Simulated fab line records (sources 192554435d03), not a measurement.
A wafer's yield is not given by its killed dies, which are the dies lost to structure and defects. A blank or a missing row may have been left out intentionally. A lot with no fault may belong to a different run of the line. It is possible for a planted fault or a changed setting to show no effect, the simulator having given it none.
Matching of chambers -- flow n5_finfet -- N5_BEOL_M4_ETCH_69 on rie_diel-03 has 4 sister chambers
The step etches SiARC in CF4, target depth 15.6 nm, time 26 s. 16 wafers are shown with their chamber, then 8 later ones without.

WAFERS, EACH WITH ITS CHAMBER
wafer,chamber,showerhead_plenum_p_Torr (Torr),throttle_valve_pct (%),oes_product_au (a.u.)
L075.1,2,2.15,15.46,0.68
L075.4,3,2.04,15.83,0.61
L075.6,3,2.04,15.82,0.60
L076.1,2,2.15,15.48,0.68
L076.3,0,2.05,15.53,0.64
L076.5,2,2.15,15.47,0.67
L079.1,1,2.11,15.86,0.60
L079.4,0,2.05,15.53,0.63
L079.6,1,2.11,15.88,0.60
L080.1,3,2.04,15.85,0.60
L080.4,0,2.05,15.55,0.63
L080.5,1,2.11,15.88,0.60
L081.1,3,2.04,15.88,0.60
L081.4,0,2.05,15.54,0.64
L081.5,1,2.11,15.87,0.60
L085.3,2,2.14,15.51,0.66

SIGNATURES (averages over the wafers above)
reading,chamber 0,chamber 1,chamber 2,chamber 3,scatter within a chamber
showerhead_plenum_p_Torr,2.0500,2.1100,2.1475,2.0400,0.0025
throttle_valve_pct,15.5375,15.8725,15.4800,15.8450,0.0184
oes_product_au,0.6350,0.6000,0.6725,0.6025,0.00612
Rule: a wafer lies at a distance from a chamber equal to the root of the sum of squares, over the readings, of (its reading less the chamber's mean, divided by the reading's scatter). The wafer belongs to the nearest chamber; if the next one is less than 2 further off, it can't be placed. The scatter: take each reading less its chamber's mean, square it, sum over the shown wafers, divide by the number of wafers less the number of chambers, and take the root.

WAFERS WHOSE CHAMBER IS MISSING
wafer,showerhead_plenum_p_Torr (Torr),throttle_valve_pct (%),oes_product_au (a.u.)
L085.4,2.05,15.58,0.63
L085.5,2.04,15.89,0.60
L086.3,2.04,15.90,0.59
L086.5,2.05,15.58,0.62
L086.6,2.04,15.91,0.60
L092.1,2.04,15.59,0.62
L092.2,2.13,15.55,0.65
L092.4,2.04,15.58,0.62

THE CHAMBER EACH PASSED THROUGH
wafer,from the rows above,in truth
L085.4,0,0
L085.5,3,3
L086.3,3,3
L086.5,0,0
L086.6,3,3
L092.1,0,0
L092.2,2,2
L092.4,0,0
Placed correctly: 8 of 8. Left unplaced by these rows: 0. Wrongly placed: 0.
